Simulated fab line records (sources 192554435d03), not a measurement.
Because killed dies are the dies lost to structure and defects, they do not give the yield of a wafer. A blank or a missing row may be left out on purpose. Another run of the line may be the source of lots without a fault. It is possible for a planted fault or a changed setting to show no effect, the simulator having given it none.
fab line records	flow n5Finfet
[record] lots = 3	wafers = 7	lastDay = 17
route steps=1938 shown BEOL_M9@1437 BEOL_M10@1470 BEOL_M15@1830 PASSIVATION@1936
lots that met no fault: from a run of the same line without faults
startH: hours from the record's opening day to when the first of the lot's shown wafers began	waitH: how many hours have passed since the lot's step before this one	" the same as in the row above	L1.1+2: several wafers, shown together as one row	- no value, or no start was given	* or withheld: withheld	< > ~ a bound
route shown NAME@n: NAME is a module with steps in the file, n the number in the route of the first one	usual: average and standard deviation across the fault-free wafers	same: alike in all rows	chamber/n: place in a boat	sites: the reading at each site	_std_site: how widely they spread, as a standard deviation	_edge_site: inner sites' mean taken away from outer sites' mean	radiusMm: how far each site lies from the wafer's centre	mask NAME#n: copy n	behind: the tool/chamber that last shaped the wafer	hold: cause of the lot's hold/its duration in hours/its outcome	device: the transistor (n, p or np) that didn't switch	end of line: tests of these same wafers at the route's end	a step given without rows: its recipe and nothing more	killed: not the wafer's yield, but the dies lost to structure and defects at the first sort	map: per-die view of a wafer (x killed, . not killed, _ where there is no die)
set.NAME: the run value of the setting; set.NAME@STEP: its run value at that earlier step	model.NAME: the simulator's own value behind a step, which no gauge read
a table for each step, a row for each wafer; lots at some steps of the route
services: when a tool's chamber went out of use (startH, in hours from the record's first day, below 0 if earlier), for how many hours, and the reason
[[steps]]
[step N5_BEOL_M9_DESCUM_33]
[recipe] chemistry = O2	timeS = 7	sourcePowerW = 50	biasPowerW = 20	pressureMtorr = 20	rfFrequencyHz = 2.712e+07	tempC = 40	resist = CAR-EUV	o2FlowSccm = 225
[step N5_BEOL_M9_ETCH_76]
[recipe] chemistry = N2/H2	target = underlayer	targetDepthA = 65	maskMaterial = CAR-EUV	timeS = 5.2	ionEnergyEv = 200	pressureMtorr = 30	sourceW = 840	biasW = 150	n2FlowSccm = 200	h2FlowSccm = 200	ends = cleared
[step N5_BEOL_M9_ETCH_65]
[recipe] chemistry = CF4	target = SiARC	targetDepthA = 156	maskMaterial = CAR-EUV	timeS = 26	ionEnergyEv = 80	pressureMtorr = 40	sourceW = 545	biasW = 36	Ar_flow_sccm = 100	cf4FlowSccm = 100	ends = cleared
[step N5_BEOL_M9_ETCH_66]
[recipe] chemistry = N2/H2	target = SOC	targetDepthA = 800	overetchA = 160	maskMaterial = SiARC	tempC = 40	timeS = 120	ionEnergyEv = 200	pressureMtorr = 30	sourceW = 840	biasW = 150	n2FlowSccm = 200	h2FlowSccm = 200
[step N5_BEOL_M9_STRIP_69]
[recipe] chemistry = N2/H2	tempC = 40	n2FlowSccm = 200	h2FlowSccm = 200	rfFrequencyHz = 6e+07
[step N5_BEOL_M9_STRIP_77]
[recipe] chemistry = N2/H2	tempC = 40	n2FlowSccm = 200	h2FlowSccm = 200	rfFrequencyHz = 6e+07
[step N5_BEOL_M9_VIA_ETCH_34]
[recipe] chemistry = C4F6/O2	target = SiCOH_lowk	targetDepthA = 1824	maskMaterial = SOC	taperDeg = 4	timeS = 68.4	ionEnergyEv = 250	pressureMtorr = 30	sourceW = 345	biasW = 185	Ar_flow_sccm = 300	C4F6_flow_sccm = 10	O2_flow_sccm = 10
[step N5_BEOL_M9_STRIP_73]
[recipe] chemistry = C4F6/O2	resist = SiARC	rfFrequencyHz = 6e+07
[step N5_BEOL_M9_STRIP_36]
[recipe] chemistry = N2/H2	powerW = 450	tempC = 40	pressureMtorr = 20	rfFrequencyHz = 6e+07	overashFraction = 0.3	biasPowerW = 7	h2Frac = 0.5	n2FlowSccm = 200	h2FlowSccm = 200
[step N5_BEOL_M9_TRENCH_ETCH_37]
[recipe] chemistry = C4F6/O2	targetDepthA = 1514.3	target = SiCOH_lowk	timeS = 49	ionEnergyEv = 250	pressureMtorr = 30	sourceW = 345	biasW = 185	Ar_flow_sccm = 300	C4F6_flow_sccm = 10	O2_flow_sccm = 10
[usual] biasW = 184.9/0.59	drypumpMotorCurrentA = 5.8/0.42	oesProductAu = 0.79/0.058	rfVppV = 662/8.7	showerheadPlenumPTorr = 2.87/0.11	throttleValvePct = 20.90/0.28
lot.wafer	tool	chamber	startH	waitH	biasW	drypumpMotorCurrentA	oesProductAu	rfHoursCounterH	rfVppV	showerheadPlenumPTorr	throttleValvePct	model.BEOL_M9.featureDepthNm	model.etch.depthNm	model.TiN_of_BEOL_M9_HM_DEP_02.thkNm
L232.1	rieDiel-04	3	228.20	-	184.6	6.0	0.88	37	650	2.89	20.96	153.6	153.7	16
L232.4	"	0	"	"	185.3	5.6	0.90	26	671	2.77	20.50	150.4	150.3	15.8
L232.6	"	3	"	"	184.9	6.0	0.88	-	650	2.89	20.99	154.4	154.4	15.8
L249.5	rieDiel-04	0	334.07	-	90.3	5.7	0.74	-	377	2.75	20.53	123	123.1	17.4
L251.1	rieDiel-02	0	344.44	-	185.4	5.1	0.71	208	667	2.97	21.38	152.6	152.6	16
L251.4	"	2	"	"	184.9	6.6	0.74	135	654	2.72	21.26	147.2	147.1	15.6
L251.5	"	0	"	"	184.6	5.1	0.71	-	668	2.97	21.38	152	152	15.8
[step N5_BEOL_M9_ETCH_41]
[recipe] chemistry = CH3F/O2	target = SiCN	targetDepthA = 366	taperDeg = 2	timeS = 70.1	ionEnergyEv = 120	maskMaterial = TiN	pressureMtorr = 30	sourceW = 395	biasW = 75	Ar_flow_sccm = 150	CH3F_flow_sccm = 30	O2_flow_sccm = 20
[step N5_BEOL_M9_STRIP_80]
[recipe] chemistry = N2/H2	timeS = 10	powerW = 450	tempC = 40	pressureMtorr = 20	rfFrequencyHz = 6e+07	biasPowerW = 7	n2FlowSccm = 200	h2FlowSccm = 200
[step N5_BEOL_M9_OCD_MEAS_38]
[usual] trenchDepthNm = 150.8/2.3
lot.wafer	tool	chamber	startH	waitH	trenchDepthNm
L232.1	ocd-02	-	228.37	-	153.5
L232.4	"	-	"	"	150.5
L232.6	"	-	"	"	154.1
L249.5	ocd-02	-	334.23	-	122.8
L251.1	ocd-02	-	344.61	-	152.4
L251.4	"	-	"	"	146.8
L251.5	"	-	"	"	152.1
[step N5_BEOL_M9_HM_STRIP_39]
[recipe] chemistry = peroxideTinStrip	material = TiN	targetDepthA = 250	tempC = 50	timeS = 158
[step N5_BEOL_M9_SRD_40]
[recipe] timeS = 30	tempC = 23	rinseLiquid = diw	dry = ipaMarangoni
[step N5_BEOL_M9_PRECLEAN_42]
[recipe] chemistry = residueRemover	timeS = 60	tempC = 40
[step N5_BEOL_M9_SRD_43]
[recipe] timeS = 30	tempC = 23	rinseLiquid = diw	dry = ipaMarangoni
[step N5_BEOL_M9_CURE_72]
[recipe] tempC = 370	timeS = 120	ambient = DMADMS/He	material = SiCOH_lowk
[step N5_BEOL_M9_DEGAS_44]
[recipe] ambient = vacuum	tempC = 250	timeS = 60
[step N5_BEOL_M9_PRE_CLEAN_45]
[recipe] gas = H2/He	timeS = 30	tempC = 250
[step N5_BEOL_M9_ALD_74]
[recipe] material = TaN	targetThkA = 20	tempC = 275	aldPrecursorFamily = PDMAT	aldCoReactant = NH3	pressureTorr = 3	carrierFlowSccm = 1500	pulseTimeS = 2	purgeTimeS = 3	coReactantPurgeTimeS = 2	coReactantPulseTimeS = 3	aldCycles = 40	precursorVesselTempC = 75	precursorVesselPressureTorr = 26.25	precursorVesselCarrierSccm = 1000
[step N5_BEOL_M9_SURFACE_TREAT_79]
[recipe] gas = Ar	timeS = *	ionEnergyEv = *	ionCurrentMaCm2 = 0.5	pressureMtorr = *	arFlowSccm = 30
[step N5_BEOL_M9_CVD_78]
[recipe] material = Co	targetThkA = 20	tempC = withheld	precursor = CCTBA/H2	pressureTorr = 30	timeS = 138.9
[step N5_BEOL_M9_SPUTTER_48]
[recipe] material = Cu	targetThkA = 120	tempC = -20	biasV = 60	powerW = 26000	chamberPressurePa = 0.13	timeS = 2
[step N5_BEOL_M9_ECD_50]
[recipe] material = Cu	targetThkA = 3180
[step N5_BEOL_M9_ANNEAL_51]
[recipe] tempC = 225	timeS = 90	ambient = N2
[step N5_BEOL_M9_CMP_52]
[recipe] stopOn = SiCOH_lowk	tOverpolishS = 7	downForcePsi = 1	platenRpm = 50	clearingPlatenDownForcePsi = 1.5	clearingPlatenRpm = 50	postCmpClean = cuAlkaline	targetThkNm = 140	clearingPlatenPadVelocityMS = 0.99484	padVelocityMS = 0.99484
[usual] motorCurrentA = 6.0/0.53	slurryFilterDpKPa = 13.48/0.13
lot.wafer	tool	chamber	startH	waitH	motorCurrentA	slurryFilterDpKPa	model.Cu_of_BEOL_M9_ECD_50.thkNm
L232.4	cmp-02	2	230.97	0.3	5.5	13.34	139
L232.1	"	0	"	"	6.0	13.44	142.6
L232.6	"	2	"	"	5.5	13.45	143.2
L249.5	cmp-03	1	336.74	0.2	6.7	13.34	112.8
L251.4	cmp-02	3	347.45	0.3	5.9	13.68	136.4
L251.1	"	0	"	"	5.8	13.29	141.4
L251.5	"	1	"	"	6.4	13.24	141.4
[step N5_BEOL_M9_THK_MEAS_53]
[recipe] thkMeasGauge = xrf	reads = Cu_of_BEOL_M9_ECD_50
[usual] M9_THK = 139.2/2.7
lot.wafer	tool	chamber	startH	waitH	M9_THK[nm]
L232.1	filmMetro-01	-	231.23	-	142.7
L232.4	"	-	"	"	139.0
L232.6	"	-	"	"	143.4
L249.5	filmMetro-01	-	336.89	-	112.2
L251.1	filmMetro-02	-	347.67	-	142.6
L251.4	"	-	"	"	137.1
L251.5	"	-	"	"	142.3
[step N5_BEOL_M9_PRE_CLEAN_55]
[recipe] gas = NH3	timeS = 15	tempC = withheld	rfPowerW = 300
[step N5_BEOL_M9_DEP_56]
[recipe] material = SiCN	targetThkA = 150	tempC = withheld	precursor = 3MS/NH3	pressureTorr = 3	rfW = 202	timeS = 26.5
[step N5_BEOL_M9_RS_MEAS_57]
[recipe] thkMeasGauge = four-point-probe	reads = Cu_of_BEOL_M9_ECD_50+Co_of_BEOL_M9_CVD_78+TaN_of_BEOL_M9_ALD_74
[usual] M9_RS = 0.151/0.0032
lot.wafer	tool	chamber	startH	waitH	M9_RS[ohm/sq]
L232.1	filmMetro-02	-	231.40	0.1	0.148
L232.4	"	-	"	"	0.152
L232.6	"	-	"	"	0.147
L249.5	filmMetro-02	-	337.02	0.0	0.192
L251.1	filmMetro-02	-	347.81	0.1	0.149
L251.4	"	-	"	"	0.155
L251.5	"	-	"	"	0.149
[step N5_BEOL_M10_ILD_DEP_00]
[recipe] material = SiCOH_lowk	targetThkA = 3085.1	tempC = 300	precursor = DEMS/porogen	pressureTorr = 5	rfW = 500	timeS = 58
[step N5_BEOL_M10_CURE_71]
[recipe] tempC = 385	timeS = 240	ambient = He/Ar	material = SiCOH_lowk
[step N5_BEOL_M10_PECVD_70]
[recipe] material = SiO2	targetThkA = 200	tempC = 400	precursor = TEOS/O2	pressureTorr = 5.5	rfW = 450	teosFlowSccm = 53.8	gas = O2	flowSccm = 3000	timeS = 22.7
[step N5_BEOL_M10_HM_DEP_02]
[recipe] material = TiN	targetThkA = 200	tempC = 25	chamberPressurePa = 0.49996
[step N5_BEOL_M10_COAT_59]
[recipe] resist = SOC	tempC = 250	timeS = 60	spinRpm = 1500	resistThkNm = 100
[step N5_BEOL_M15_RC_MEAS_101]
[usual] COMB_M10 = 1.5e-11/3.1e-12	COMB_M11 = 1.61e-11/2.9e-12	COMB_M12 = 7.2e-12/1.3e-12	COMB_M12_max_site = 1.01e-11/2.2e-12	COMB_M13 = 5.8e-12/9.5e-13	COMB_M14 = 4.5e-12/9.2e-13	COMB_M15 = 3.4e-12/6.3e-13	COMB_M5 = 3.7e-11/7.8e-12	COMB_M6 = 2.7e-11/5.7e-12	COMB_M7 = 2.6e-11/4.7e-12	COMB_M8 = 2.5e-11/4.9e-12	SERP_M10 = 3.09/0.096	SERP_M11 = 3.11/0.084	SERP_M12 = 0.627/0.017	SERP_M13 = 0.316/0.0056	SERP_M14 = 0.160/0.0034	SERP_M5 = 38.8/1.6	SERP_M6 = 13.8/0.57	SERP_M7 = 13.9/0.55	SERP_M8 = 13.6/0.5	SERP_M9 = 3.10/0.082	SERP_M9_max_site = 3.19/0.09
lot.wafer	tool	chamber	startH	waitH	COMB_M10[S/m]	COMB_M11[S/m]	COMB_M12[S/m]	COMB_M12_max_site[S/m]	COMB_M13[S/m]	COMB_M14[S/m]	COMB_M15[S/m]	COMB_M5[S/m]	COMB_M6[S/m]	COMB_M7[S/m]	COMB_M8[S/m]	SERP_M10[ohm/um]	SERP_M11[ohm/um]	SERP_M12[ohm/um]	SERP_M13[ohm/um]	SERP_M14[ohm/um]	SERP_M5[ohm/um]	SERP_M6[ohm/um]	SERP_M7[ohm/um]	SERP_M8[ohm/um]	SERP_M9[ohm/um]	SERP_M9_max_site[ohm/um]
L232.1	prober-02	0	274.07	0.0	1.4e-11	1.84e-11	7.3e-12	1e-11	6.5e-12	4.6e-12	2.8e-12	3.3e-11	2.5e-11	2.9e-11	2.8e-11	3.03	3.15	0.630	0.306	0.165	37.8	14.1	12.8	12.9	3.08	3.13
L232.4	"	0	"	"	9e-12	1.46e-11	8.6e-12	1.44e-11	6.1e-12	4.8e-12	3.3e-12	4.2e-11	3e-11	2e-11	3e-11	3.07	3.07	0.599	0.306	0.164	38.7	12.7	13.0	13.6	3.06	3.18
L232.6	"	0	"	"	1.4e-11	1.6e-11	6.9e-12	8.1e-12	5.6e-12	5.2e-12	3.9e-12	4.1e-11	2.5e-11	2.4e-11	2.8e-11	3.05	3.20	0.609	0.313	0.160	38.3	13.3	13.6	12.6	3.07	3.11
L249.5	prober-01	0	378.64	0.6	1.3e-11	1.63e-11	7.7e-12	9.5e-12	6e-12	4.3e-12	4.1e-12	3.3e-11	2.4e-11	3.3e-11	2.1e-11	3.13	3.00	0.634	0.314	0.156	39.2	14.8	14.2	14.0	3.94	3.99
L251.1	prober-01	0	386.23	0.0	2.2e-11	1.83e-11	7.7e-12	1e-11	6.9e-12	3.5e-12	3.5e-12	4.7e-11	4e-11	2.5e-11	3e-11	3.16	3.21	0.634	0.322	0.167	35.4	13.7	13.3	13.3	3.13	3.22
L251.4	"	0	"	"	1.5e-11	1.59e-11	7e-12	1.56e-11	4.6e-12	4.1e-12	3.3e-12	2.7e-11	3.1e-11	2.5e-11	3e-11	3.09	3.12	0.605	0.317	0.162	39.5	14.5	13.6	13.2	3.18	3.23
L251.5	"	0	"	"	1.2e-11	1.64e-11	6.1e-12	9.9e-12	4.8e-12	3.4e-12	2.7e-12	3.7e-11	2.6e-11	2.3e-11	2.6e-11	3.18	3.25	0.611	0.319	0.167	36.4	13.7	13.5	13.7	3.05	3.16
// sites SERP_M9 radiusMm=0,75,75,75,75,140,140,140,140
L232.1 3.11 3.13 3.08 3.08 3.11 2.98 2.93 2.97 2.98
L249.5 3.83 3.89 3.95 3.90 3.94 3.94 3.98 3.99 3.91
L251.1 3.07 3.18 3.10 3.17 3.13 3.22 3.06 3.20 3.07
[step N5_PASSIVATION_PROBE_49]
[usual] killed_at_M0_to_M3 = 32/9.7	killed_at_M4_up = 14/5.3	killedAtContacts = 11/6	killedAtFrontEnd = 39/14	killedAtOther = 3.3/2.7	killedDies = 100/17	killedOnRim = 14/4	killedOpen = 66/13	killedShort = 32/7.4
[same] grossDies = 1180	killedAtBackSide = 0
lot.wafer	tool	chamber	startH	waitH	killed_at_M0_to_M3	killed_at_M4_up	killedAtContacts	killedAtFrontEnd	killedAtOther	killedDies	killedOnRim	killedOpen	killedShort
L232.1	prober-02	-	287.97	0.0	37	17	5	50	0	109	12	52	50
L232.4	prober-02	-	288.12	0.2	29	12	8	32	2	83	8	55	26
L232.6	prober-02	-	288.22	0.3	27	13	18	74	2	134	18	78	51
L249.5	prober-02	-	392.48	0.2	40	21	8	364	1	434	152	80	36
// killed by level:class
L232.1 FIN_SAQP:geometricParticle:short=16 BEOL_M0_SAQP:geometricParticle:short=12 BEOL_M0_SAQP:geometricParticle:open=12 GATE_CUT:geometricParticle:short=9 STI_FIN_REVEAL:geometricParticle:open=6 BEOL_M3:geometricParticle:open=5 HKMG_FIN:areaEtch=5 FIN_SAQP:geometricParticle:open=4
L232.4 BEOL_M0_SAQP:geometricParticle:open=7 BEOL_M4:geometricParticle:open=7 MOL_CONTACT_COAG:geometricParticle:open=6 BEOL_M2:geometricParticle:open=6 BEOL_M3:geometricParticle:open=6 FIN_SAQP:geometricParticle:short=5 GATE_CUT:geometricParticle:open=5 GATE_CUT:geometricParticle:short=5
L232.6 STI_FIN_REVEAL:geometricParticle:open=25 FIN_SAQP:geometricParticle:short=14 MOL_CONTACT_COAG:geometricParticle:open=13 FIN_SAQP:geometricParticle:open=8 BEOL_M0_SAQP:geometricParticle:open=8 STI_FIN_REVEAL:geometricParticle:short=6 BEOL_M0_SAQP:geometricParticle:short=6 MOL_CONTACT_COAG:geometricParticle:short=5
L249.5 DUMMY_GATE:areaCvd=315 FIN_SAQP:geometricParticle:short=10 FIN_SAQP:geometricParticle:open=10 BEOL_M0_SAQP:geometricParticle:open=10 BEOL_M3:geometricParticle:open=10 BEOL_M1:geometricParticle:open=7 MOL_CONTACT_COAG:geometricParticle:open=6 BEOL_M4:geometricParticle:open=5
// map L249.5 (x killed, . not)
_________________xxxxxxxxxxxx________________
______________xxxxxxxxxxxxxxxxxx_____________
___________xxxxxxxxxxx.x.xxxxxxxxxx__________
__________xxxxx.xx.x.x.x..xx..xxxxxx_________
________xxx.x..x............x.x..xxxxx_______
_______xxxx.xx.....x...............xxxx______
______xxxx.........x.............x.x.xxx_____
_____xxxx..x.....x..xx.............x.xxxx____
____xxxxx...x......................x.xxxxx___
___xxxx.x........x.......x.............xxxx__
___xxx.....x.............x.............xxxx__
__xxxx..................x..........x....xxxx_
__xxx.x.....x....x.xx........xx.....x....xxx_
_xxxx.x..............x....x.xx.x.....x....xxx
_xxx...............................x......xxx
_xxxxx.x...x..x.....x..................x..xxx
_xxxx..x...xxx........................x..xxxx
_xxx........x...............x............xxxx
_xxxx....................................xxxx
_xxxx..x......x..x.....x...x.............xxxx
_xxxx.x......x..x.......................xxxxx
__xxxx..............xx..........x........xxx_
__xxxxx................................xxxxx_
___xxxxx..x..x............x.....x........xx__
___xxxx.........x.....................x.xxx__
____xxx......xx.......x......xx.x...xxxxxx___
_____xxxxxx....xx....................xxxx____
______xxxx.x.......................xxxxx_____
_______xxxxx.xx.x........x....x.x..xxxx______
________xxxxxxxx.x.....x.x......xxxxxx_______
__________xxxx..xx.x.........xxxxxxx_________
___________xxxxxx.xxx..xx.xxxxxxxxx__________
______________xxxxxxxxxxxxxxxxxx_____________
_________________xxxxxxxxxxxx________________
// map L232.6 (x killed, . not)
_________________...x.x...x..________________
______________.x....x..........._____________
___________..x................x....__________
__________....................x....._________
________.............x.............x.._______
_______............x...................______
______............................x....x_____
_____.x.......x...x..........x.x.........____
____x.........x......x.x...x.......x..x...___
___...x.......x..x.....x..x.........x......__
___....xx.................x......x.........__
__.......xx....x.............x..........x..._
__............xx...x...........x............_
_.xx....x..x...xx..x......x.x..x.............
_....x...x...........x....x..xx........x.x...
_....x................x..........x....x......
_.....xx...........x....xx.x......x..........
_..x.........................x.....x....x....
_...x.......x.x...................x..........
_..x............................xxx.......xx.
_.....x............x..x......x............x..
__........x....x............x...x..........._
__.........................................._
___............x............x..x......xxx..__
___x................x........x.............__
____............................xxx...x..x___
_____...x....x......................x....____
______................x....x.x.x..x....._____
_______.x............x..........x......______
________x.x.............x.xx.......x.x_______
__________x........x...x...x........_________
___________...........x....x.......__________
______________.................._____________
_________________............________________
[[services]]
tool	chamber	startH	hours	kind
cmp-02	-	210.96	1.2	repair
rieDiel-02	3	240.22	32.8	repair
cmp-02	-	256.81	4.4	pm
cmp-03	-	269.63	1.2	repair
rieDiel-04	1	279.44	3.4	repair
rieDiel-04	2	293.66	8.2	repair
rieDiel-04	1	317.63	-	clean
rieDiel-04	1	317.63	-	consumableReplace:focusRing
rieDiel-04	1	317.63	25.8	scheduledDown
rieDiel-04	1	317.63	25.8	ventCycle
cmp-03	-	345.21	3.9	pm
[[key]]
[firstSign] step = N5_BEOL_M9_TRENCH_ETCH_37	reading = biasW	direction = down	sigmas = 99+	usual = *	struck = *
[effect] step = N5_BEOL_M9_TRENCH_ETCH_37	reading = rfVppV	direction = down	sigmas = 33	usual = 662	struck = 377
[effect] step = N5_BEOL_M9_OCD_MEAS_38	reading = trenchDepthNm	direction = down	sigmas = 12	usual = 150.8	struck = 122.8
[effect] step = N5_BEOL_M9_THK_MEAS_53	reading = M9_THK	direction = down	sigmas = 9.9	usual = 139.2	struck = 112.2
[effect] step = N5_BEOL_M9_RS_MEAS_57	reading = M9_RS	direction = up	sigmas = 13	usual = 0.151	struck = 0.192
[effect] step = N5_BEOL_M15_RC_MEAS_101	reading = SERP_M9	direction = up	sigmas = 10	usual = 3.10	struck = 3.94
[modelEffect] step = N5_BEOL_M9_TRENCH_ETCH_37	value = BEOL_M9.featureDepthNm	without = 152.2	struck = 123
[modelEffect] step = N5_BEOL_M9_CMP_52	value = Cu_of_BEOL_M9_ECD_50.thkNm	without = 141.8	struck = 112.8
metAt N5_BEOL_M9_TRENCH_ETCH_37
struckWafers L249.5
testerLeftOut L249
onsetBetween 228.20 334.07
[earlierFault] kind = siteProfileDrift	tool = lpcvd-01	chamber = 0	onsetH = 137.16	steps = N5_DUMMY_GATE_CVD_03	basis = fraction	maxAbsDrift = 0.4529	slopeSharePerHr = 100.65	sitePattern = 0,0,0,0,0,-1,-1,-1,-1
[fault] kind = processParameterDrift	tool = rieDiel-04	chamber = 0	onsetH = 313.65	steps = N5_BEOL_M9_TRENCH_ETCH_37	channel = biasW	offset = *	shape = step	actsIn = *	stated = *
// testerLeftOut: of these lots the tester's yield and bins aren't shown, on N5 and GAA mostly nor the transistor test; their killed dies are dies lost to structure and defects alone, not to doping, threshold or leakage, so they don't give the yield
